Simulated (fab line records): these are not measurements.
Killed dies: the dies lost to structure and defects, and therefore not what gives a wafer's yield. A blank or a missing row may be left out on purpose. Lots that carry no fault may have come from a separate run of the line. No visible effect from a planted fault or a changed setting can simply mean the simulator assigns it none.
fab line records	flow n5Finfet	part 1 of 2: steps 1 to 4 of 6
[record] lots = 22	wafers = 66	lastDay = 18
route steps=1938 shown BEOL_M11@1577 BEOL_M13@1700
lots untouched by any fault: they come from a run of this same line in which no faults occurred
startH: hours from the record's first day to the start of the lot's first wafer shown	waitH: time in hours since the lot's previous step	" the same as in the row above	L1.1+2: a row that stands for several wafers	- no value, or no start given	* or withheld: withheld	< > ~ a bound
route shown NAME@n: NAME is a module with steps in the file, n the number in the route of the first one	usual: mean/standard deviation of fault-free wafers	same: alike in all rows	chamber/n: place in a boat	sites: each site's reading	_std_site: the values' standard deviation	_edge_site: mean of outer sites minus mean of inner sites	radiusMm: for every site, how far away it sits from the centre of the wafer	mask NAME#n: copy n	behind: the tool/chamber that last shaped the wafer	hold: cause of the lot's hold/its duration in hours/its outcome	device: transistor that didn't switch, given as n, p or np	end of line: tests of these same wafers at the route's end	step lacking rows: just its recipe	killed: count of dies lost to structure and defects at first sort (not the wafer's yield)	map: a wafer's dies, x killed, . not, _ none there
set.NAME: the setting that was run; set.NAME@STEP: the one run at that earlier step	model.NAME: the simulator's own value behind a step, which no gauge read
route steps across a sampled set of lots; one table per step, one row per wafer
services: the hour from which a tool's chamber was out of use, counted from the record's first day as startH (under 0 if before that day), plus the number of hours and why
[[steps]]
[step N5_BEOL_M11_STRIP_36]
[recipe] chemistry = N2/H2	powerW = 450	tempC = 40	pressureMtorr = 20	rfFrequencyHz = 6e+07	overashFraction = 0.3	biasPowerW = 7	h2Frac = 0.5	n2FlowSccm = 200	h2FlowSccm = 200
[usual] chamberPressureMTorr = 20.00/0.04	drypumpMotorCurrentA = 5.8/0.51	oesProductAu = 0.78/0.1	rfVppV = 59.0/1.9	showerheadPlenumPTorr = 2.54/0.088	throttleValvePct = 23.70/0.27
lot.wafer	tool	chamber	startH	waitH	chamberPressureMTorr	drypumpMotorCurrentA	oesProductAu	rfHoursCounterH	rfVppV	showerheadPlenumPTorr	throttleValvePct
L074.1	rieDiel-02	2	233.04	0.0	19.96	5.6	0.74	151	58.1	2.55	23.38
L074.4	"	0	"	"	19.94	6.0	0.71	229	57.3	2.51	24.20
L074.5	"	0	"	"	20.03	6.0	0.71	-	56.6	2.51	24.26
L076.1	rieDiel-02	3	246.67	0.0	19.93	4.8	0.72	208	57.8	2.52	23.90
L076.3	"	1	"	"	19.99	5.9	0.91	28	60.2	2.71	23.39
L076.5	"	2	"	"	20.02	5.6	0.74	-	60.9	2.54	23.36
L078.1	rieDiel-02	3	264.27	0.0	20.06	4.7	0.72	212	58.1	2.52	23.96
L078.4	"	0	"	"	19.97	6.0	0.69	238	59.8	2.50	24.23
L078.5	"	0	"	"	20.03	6.0	0.69	-	57.7	2.50	24.24
L075.3	rieDiel-04	0	267.97	0.0	20.08	6.1	0.69	208	62.4	2.51	23.49
L075.5	"	0	"	"	20.06	6.1	0.67	-	60.7	2.51	23.51
L075.6	"	1	"	"	19.96	6.6	0.73	-	59.3	2.42	24.00
L077.1	rieDiel-02	3	275.07	0.0	20.02	4.8	0.72	215	58.9	2.51	23.96
L077.5	"	2	"	"	19.97	5.6	0.73	-	58.8	2.54	23.38
L077.6	"	1	"	"	20.05	5.9	0.90	-	58.2	2.71	23.34
L083.1	rieDiel-04	2	288.60	0.0	20.01	5.5	0.73	201	57.7	2.62	23.63
L083.2	"	3	"	"	19.99	5.6	0.92	18	60.7	2.70	23.61
L083.5	"	0	"	"	19.98	6.1	0.69	-	64.3	2.50	23.57
L079.2	rieDiel-02	0	295.78	0.0	20.01	6.0	0.70	248	57.9	2.50	24.24
L079.4	"	1	"	"	19.95	5.9	0.87	42	55.3	2.70	23.35
L079.6	"	1	"	"	19.97	5.9	0.87	-	57.0	2.70	23.35
L080.1	rieDiel-05	0	302.32	0.0	19.97	5.4	0.66	248	60.2	2.50	23.76
L080.2	"	2	"	"	20.03	5.5	0.90	21	57.4	2.49	23.53
L080.5	"	2	"	"	19.95	5.5	0.91	-	59.7	2.49	23.50
L081.1	rieDiel-04	2	302.49	0.0	20.04	5.5	0.71	205	58.0	2.62	23.62
L081.2	"	3	"	"	19.97	5.7	0.90	23	59.1	2.70	23.53
L081.5	"	2	"	"	19.98	5.5	0.72	-	60.0	2.62	23.63
L084.1	rieDiel-05	2	310.43	0.0	20.01	5.5	0.91	25	58.5	2.49	23.50
L084.4	"	0	"	"	20.02	5.4	0.68	-	57.2	2.50	23.73
L084.5	"	2	"	"	20.06	5.5	0.89	-	58.3	2.49	23.49
L082.2	rieDiel-04	3	313.97	0.0	19.97	5.6	0.93	26	57.8	2.69	23.55
L082.4	"	0	"	"	19.97	6.2	0.69	222	55.2	2.50	23.57
L082.5	"	1	"	"	19.99	6.6	0.72	-	57.9	2.42	24.05
L087.3	rieDiel-02	1	317.88	0.0	20.03	5.9	0.87	51	59.6	2.70	23.34
L087.5	"	1	"	"	20.03	5.9	0.87	-	57.8	2.70	23.40
L087.6	"	3	"	"	19.98	4.8	0.72	-	56.6	2.51	23.98
L085.2	rieDiel-02	3	324.70	0.0	19.98	4.7	0.69	231	59.9	2.51	23.91
L085.5	"	1	"	"	19.96	5.9	0.86	-	60.7	2.70	23.40
L085.6	"	0	"	"	20.02	6.0	0.99	-	62.8	2.50	23.91
L086.1	rieDiel-04	1	330.85	0.0	20.06	6.6	0.73	208	61.6	2.41	24.08
L086.3	"	0	"	"	20.01	6.1	0.68	227	60.0	2.50	23.50
L086.4	"	2	"	"	19.90	5.5	0.72	214	58.5	2.62	23.61
L088.1	rieDiel-05	2	333.99	0.0	20.04	5.5	0.86	35	60.3	2.48	23.52
L088.2	"	1	"	"	20.01	6.7	0.67	251	56.9	2.49	23.85
L088.3	"	3	"	"	19.99	5.6	0.69	237	60.4	2.50	24.10
L090.1	rieDiel-05	1	338.13	0.0	20.04	6.7	0.66	254	58.9	2.49	23.91
L090.4	"	3	"	"	20.05	5.6	0.69	-	60.9	2.50	24.03
L090.5	"	2	"	"	20.00	5.5	0.86	-	61.4	2.48	23.51
L089.1	rieDiel-02	0	344.17	0.0	20.00	6.0	0.94	7	58.5	2.49	23.99
L089.4	"	2	"	"	19.98	5.6	0.72	187	55.0	2.53	23.46
L089.6	"	3	"	"	20.00	4.8	0.69	-	57.7	2.51	23.95
L093.1	rieDiel-02	0	362.06	0.0	19.98	6.0	0.94	12	58.6	2.49	23.94
L093.4	"	3	"	"	19.90	4.7	0.69	243	59.5	2.50	23.95
L093.6	"	3	"	"	20.05	4.8	0.69	-	58.3	2.50	23.94
L096.1	rieDiel-05	3	364.50	0.0	19.98	5.6	0.68	249	58.4	2.49	24.09
L096.3	"	2	"	"	19.99	5.5	0.85	50	57.0	2.48	23.58
L096.5	"	2	"	"	20.02	5.5	0.85	-	58.5	2.48	23.54
L095.3	rieDiel-04	2	371.67	0.0	20.06	5.5	0.70	227	57.0	2.61	23.66
L095.5	"	3	"	"	19.98	5.7	0.88	-	60.6	2.69	23.58
L095.6	"	2	"	"	19.96	5.5	0.72	-	62.6	2.61	23.62
L094.1	rieDiel-04	0	372.13	0.0	20.01	6.1	0.68	239	57.2	2.49	23.54
L094.5	"	3	"	"	20.04	5.6	0.89	-	58.6	2.69	23.58
L094.6	"	0	"	"	19.98	6.1	0.69	-	60.9	2.49	23.55
L097.2	rieDiel-05	1	393.64	0.0	20.03	6.7	0.96	10	56.1	2.49	23.48
L097.4	"	3	"	"	19.85	5.6	0.95	2	59.0	2.49	23.87
L097.6	"	1	"	"	19.95	6.7	0.94	-	57.9	2.49	23.44
[step N5_BEOL_M11_ETCH_41]
[recipe] chemistry = CH3F/O2	target = SiCN	targetDepthA = 426	taperDeg = 2	timeS = 86	ionEnergyEv = 120	maskMaterial = TiN	pressureMtorr = 30	sourceW = 395	biasW = 75	Ar_flow_sccm = 150	CH3F_flow_sccm = 30	O2_flow_sccm = 20
[usual] CH3F_flow_sccm = 30.00/0.083	chamberPressureMTorr = 30.001/0.027	drypumpMotorCurrentA = 5.8/0.51	oesProductAu = 0.78/0.1	rfVppV = 297.4/1.6	showerheadPlenumPTorr = 2.00/0.069	throttleValvePct = 16.39/0.28
lot.wafer	tool	chamber	startH	waitH	CH3F_flow_sccm	chamberPressureMTorr	drypumpMotorCurrentA	oesProductAu	rfHoursCounterH	rfVppV	showerheadPlenumPTorr	throttleValvePct
L074.1	rieDiel-02	2	-	-	29.99	30.022	5.6	0.74	151	297.9	2.00	16.14
L074.4	"	0	"	"	30.03	30.037	6.0	0.70	229	296.2	1.97	16.77
L074.5	"	0	"	"	29.84	30.015	6.0	0.70	-	296.9	1.97	16.75
L076.1	rieDiel-02	3	-	-	29.98	30.014	4.7	0.73	208	297.4	1.99	16.63
L076.3	"	1	"	"	29.98	30.016	5.9	0.91	28	300.4	2.13	15.97
L076.5	"	2	"	"	29.97	29.960	5.6	0.74	-	296.3	2.00	16.15
L078.1	rieDiel-02	3	-	-	29.94	30.035	4.7	0.71	212	297.0	1.99	16.62
L078.4	"	0	"	"	30.00	30.038	6.0	0.69	238	296.6	1.97	16.76
L078.5	"	0	"	"	30.01	30.020	6.0	0.69	-	296.1	1.97	16.77
L075.3	rieDiel-04	0	-	-	30.03	29.958	6.1	0.70	208	295.1	1.99	16.58
L075.5	"	0	"	"	30.03	29.993	6.1	0.70	-	296.4	1.99	16.57
L075.6	"	1	"	"	29.98	29.992	6.6	0.74	-	296.6	1.91	16.52
L077.1	rieDiel-02	3	-	-	30.13	30.020	4.8	0.71	215	296.4	1.99	16.66
L077.5	"	2	"	"	29.91	29.975	5.6	0.72	-	297.8	2.00	16.17
L077.6	"	1	"	"	30.03	30.003	5.9	0.89	-	299.8	2.13	15.99
L083.1	rieDiel-04	2	-	-	29.97	30.006	5.5	0.74	201	299.5	2.06	16.43
L083.2	"	3	"	"	29.95	29.972	5.7	0.93	18	298.7	2.13	16.33
L083.5	"	0	"	"	30.00	29.996	6.1	0.70	-	294.5	1.99	16.59
L079.2	rieDiel-02	0	-	-	30.08	29.949	6.0	0.69	248	295.9	1.97	16.79
L079.4	"	1	"	"	30.13	29.984	5.9	0.87	42	299.2	2.12	15.98
L079.6	"	1	"	"	29.97	29.959	5.9	0.88	-	298.8	2.13	15.99
L080.1	rieDiel-05	0	-	-	29.92	30.011	5.4	0.67	248	296.8	1.96	16.53
L080.2	"	2	"	"	30.02	30.002	5.5	0.90	21	297.0	1.96	15.92
L080.5	"	2	"	"	29.94	30.042	5.5	0.90	-	297.7	1.96	15.93
L081.1	rieDiel-04	2	-	-	30.05	30.006	5.5	0.73	205	299.7	2.06	16.43
L081.2	"	3	"	"	29.91	29.997	5.7	0.92	23	300.4	2.13	16.34
L081.5	"	2	"	"	30.04	29.975	5.5	0.73	-	299.2	2.06	16.45
L084.1	rieDiel-05	2	-	-	30.10	29.989	5.5	0.88	25	295.0	1.96	15.94
L084.4	"	0	"	"	30.06	29.984	5.4	0.67	-	298.3	1.96	16.54
L084.5	"	2	"	"	30.00	29.996	5.5	0.88	-	296.7	1.96	15.94
L082.2	rieDiel-04	3	-	-	29.97	29.997	5.6	0.92	26	300.7	2.13	16.32
L082.4	"	0	"	"	29.87	30.029	6.1	0.69	222	297.5	1.98	16.59
L082.5	"	1	"	"	29.92	30.014	6.7	0.73	-	295.9	1.90	16.54
L087.3	rieDiel-02	1	-	-	30.00	30.033	5.9	0.87	51	299.0	2.12	16.03
L087.5	"	1	"	"	29.95	30.000	5.9	0.87	-	299.4	2.12	16.00
L087.6	"	3	"	"	30.09	30.007	4.7	0.70	-	296.2	1.98	16.68
L085.2	rieDiel-02	3	-	-	30.08	29.993	4.8	0.70	231	296.5	1.98	16.66
L085.5	"	1	"	"	30.13	30.009	5.9	0.88	-	300.1	2.12	16.01
L085.6	"	0	"	"	30.15	30.025	6.0	0.98	-	296.7	1.97	16.33
L086.1	rieDiel-04	1	-	-	29.99	30.068	6.6	0.72	208	296.1	1.90	16.54
L086.3	"	0	"	"	30.00	29.933	6.1	0.68	227	296.8	1.98	16.61
L086.4	"	2	"	"	30.05	30.088	5.5	0.72	215	298.5	2.06	16.45
L088.1	rieDiel-05	2	-	-	29.96	30.005	5.5	0.87	35	296.9	1.95	15.95
L088.2	"	1	"	"	30.00	29.979	6.7	0.67	251	296.9	1.96	16.63
L088.3	"	3	"	"	30.03	29.969	5.6	0.67	237	297.4	1.97	16.89
L090.1	rieDiel-05	1	-	-	29.89	30.056	6.7	0.67	254	298.2	1.96	16.65
L090.4	"	3	"	"	30.00	30.039	5.6	0.68	-	298.0	1.97	16.88
L090.5	"	2	"	"	30.03	30.018	5.5	0.86	-	297.7	1.95	15.94
L089.1	rieDiel-02	0	-	-	30.11	30.000	6.0	0.95	7	295.3	1.96	16.34
L089.4	"	2	"	"	29.89	29.990	5.6	0.71	187	296.6	1.99	16.21
L089.6	"	3	"	"	30.07	30.006	4.8	0.70	-	295.4	1.98	16.67
L093.1	rieDiel-02	0	-	-	29.79	30.009	6.0	0.93	12	296.2	1.96	16.35
L093.4	"	3	"	"	30.03	30.003	4.8	0.69	243	297.1	1.98	16.69
L093.6	"	3	"	"	30.12	30.019	4.7	0.69	-	297.2	1.98	16.70
L096.1	rieDiel-05	3	-	-	30.08	29.962	5.6	0.67	249	296.1	1.96	16.91
L096.3	"	2	"	"	30.01	30.001	5.5	0.85	50	298.2	1.95	15.96
L096.5	"	2	"	"	30.14	29.982	5.5	0.83	-	296.9	1.95	15.99
L095.3	rieDiel-04	2	-	-	30.00	30.023	5.5	0.72	227	297.6	2.06	16.47
L095.5	"	3	"	"	30.07	29.998	5.6	0.89	-	300.8	2.12	16.36
L095.6	"	2	"	"	29.96	30.002	5.5	0.71	-	298.9	2.05	16.47
L094.1	rieDiel-04	0	-	-	30.14	29.985	6.1	0.68	239	296.1	1.98	16.64
L094.5	"	3	"	"	29.96	30.054	5.7	0.89	-	299.7	2.12	16.37
L094.6	"	0	"	"	30.08	30.037	6.1	0.67	-	296.1	1.98	16.63
L097.2	rieDiel-05	1	-	-	30.00	30.006	6.7	0.95	10	297.0	1.96	16.15
L097.4	"	3	"	"	29.90	29.968	5.6	0.96	2	296.1	1.96	16.44
L097.6	"	1	"	"	29.99	30.014	6.7	0.95	-	296.6	1.96	16.16
[step N5_BEOL_M11_OCD_MEAS_38]
[usual] trenchDepthNm = 148.5/2
lot.wafer	tool	chamber	startH	waitH	trenchDepthNm
L074.1	ocd-01	-	233.26	-	148.5
L074.4	"	-	"	"	146.7
L074.5	"	-	"	"	146.6
L076.1	ocd-01	-	246.90	-	147.4
L076.3	"	-	"	"	148.2
L076.5	"	-	"	"	147.1
L078.1	ocd-01	-	264.49	-	148.0
L078.4	"	-	"	"	147.0
L078.5	"	-	"	"	147.0
L075.3	ocd-02	-	268.20	-	146.7
L075.5	"	-	"	"	147.4
L075.6	"	-	"	"	147.8
L077.1	ocd-02	-	275.29	-	147.7
L077.5	"	-	"	"	147.7
L077.6	"	-	"	"	148.0
L083.1	ocd-02	-	288.82	-	147.8
L083.2	"	-	"	"	150.0
L083.5	"	-	"	"	146.8
L079.2	ocd-01	-	296.00	-	147.6
L079.4	"	-	"	"	151.0
L079.6	"	-	"	"	149.6
L080.1	ocd-01	-	302.54	-	147.0
L080.2	"	-	"	"	151.1
L080.5	"	-	"	"	151.4
L081.1	ocd-02	-	302.71	-	149.7
L081.2	"	-	"	"	152.0
L081.5	"	-	"	"	147.6
L084.1	ocd-01	-	310.66	-	150.2
L084.4	"	-	"	"	147.3
L084.5	"	-	"	"	151.3
L082.2	ocd-01	-	314.20	-	149.3
L082.4	"	-	"	"	146.3
L082.5	"	-	"	"	148.1
L087.3	ocd-02	-	318.11	-	149.7
L087.5	"	-	"	"	149.6
L087.6	"	-	"	"	148.6
L085.2	ocd-01	-	324.92	-	147.0
L085.5	"	-	"	"	147.7
L085.6	"	-	"	"	149.1
L086.1	ocd-02	-	331.07	-	146.8
L086.3	"	-	"	"	145.1
L086.4	"	-	"	"	148.2
L088.1	ocd-02	-	334.21	-	150.6
L088.2	"	-	"	"	148.9
L088.3	"	-	"	"	144.0
L090.1	ocd-01	-	338.35	-	149.4
L090.4	"	-	"	"	144.0
L090.5	"	-	"	"	150.7
L089.1	ocd-01	-	344.39	-	151.5
L089.4	"	-	"	"	147.9
L089.6	"	-	"	"	147.1
L093.1	ocd-01	-	362.28	-	151.8
L093.4	"	-	"	"	147.1
L093.6	"	-	"	"	147.6
L096.1	ocd-01	-	364.72	-	143.1
L096.3	"	-	"	"	149.0
L096.5	"	-	"	"	149.1
L095.3	ocd-02	-	371.89	-	149.9
L095.5	"	-	"	"	152.5
L095.6	"	-	"	"	148.9
L094.1	ocd-02	-	372.35	-	148.2
L094.5	"	-	"	"	152.8
L094.6	"	-	"	"	149.1
L097.2	ocd-02	-	393.86	-	150.1
L097.4	"	-	"	"	150.0
L097.6	"	-	"	"	150.0
[step N5_BEOL_M11_ANNEAL_51]
[recipe] tempC = 225	timeS = 90	ambient = N2
[usual] wafer_temp_C_max = 226.08/0.3
lot.wafer	tool	chamber	startH	waitH	wafer_temp_C_max
L074.1	rtpAnneal-02	0	234.84	0.1	226.00
L074.4	"	0	"	"	226.11
L074.5	"	0	"	"	226.22
L076.1	rtpAnneal-02	0	251.20	0.1	225.96
L076.3	"	0	"	"	226.09
L076.5	"	0	"	"	226.45
L078.1	rtpAnneal-01	0	266.45	0.3	226.10
L078.4	"	0	"	"	226.04
L078.5	"	0	"	"	225.99
L075.3	rtpAnneal-02	0	270.50	0.2	226.49
L075.5	"	0	"	"	226.19
L075.6	"	0	"	"	226.24
L077.1	rtpAnneal-01	0	277.41	0.9	226.01
L077.5	"	0	"	"	225.95
L077.6	"	0	"	"	225.80
L083.1	rtpAnneal-02	0	291.15	0.7	226.55
L083.2	"	0	"	"	226.08
L083.5	"	0	"	"	226.24
L079.2	rtpAnneal-01	0	297.74	0.1	225.55
L079.4	"	0	"	"	225.88
L079.6	"	0	"	"	225.86
L080.1	rtpAnneal-02	0	304.42	0.3	226.81
L080.2	"	0	"	"	225.99
L080.5	"	0	"	"	226.38
L081.1	rtpAnneal-01	0	304.70	0.4	225.45
L081.2	"	0	"	"	225.87
L081.5	"	0	"	"	226.04
L084.1	rtpAnneal-01	0	314.36	0.1	225.84
L084.4	"	0	"	"	225.94
L084.5	"	0	"	"	226.11
L082.2	rtpAnneal-02	0	316.85	0.2	225.98
L082.4	"	0	"	"	226.21
L082.5	"	0	"	"	226.21
L087.3	rtpAnneal-01	0	322.29	0.9	225.47
L087.5	"	0	"	"	225.65
L087.6	"	0	"	"	226.16
L085.2	rtpAnneal-01	0	326.93	0.1	225.97
L085.5	"	0	"	"	225.80
L085.6	"	0	"	"	226.47
L086.1	rtpAnneal-02	0	333.83	0.1	226.32
L086.3	"	0	"	"	226.19
L086.4	"	0	"	"	226.36
L088.1	rtpAnneal-02	0	336.00	0.3	226.17
L088.2	"	0	"	"	226.58
L088.3	"	0	"	"	226.18
L090.1	rtpAnneal-01	0	339.93	0.1	226.21
L090.4	"	0	"	"	225.98
L090.5	"	0	"	"	225.60
L089.1	rtpAnneal-02	0	346.91	0.5	225.98
L089.4	"	0	"	"	226.02
L089.6	"	0	"	"	226.11
L093.1	rtpAnneal-02	0	364.07	0.1	226.51
L093.4	"	0	"	"	227.48
L093.6	"	0	"	"	226.45
L096.1	rtpAnneal-02	0	366.67	0.1	226.03
L096.3	"	0	"	"	226.07
L096.5	"	0	"	"	226.68
L095.3	rtpAnneal-02	0	374.70	0.1	226.55
L095.5	"	0	"	"	225.94
L095.6	"	0	"	"	225.99
L094.1	rtpAnneal-02	0	375.21	0.1	226.32
L094.5	"	0	"	"	226.06
L094.6	"	0	"	"	226.08
L097.2	rtpAnneal-02	0	396.49	0.8	226.38
L097.4	"	0	"	"	226.08
L097.6	"	0	"	"	226.27
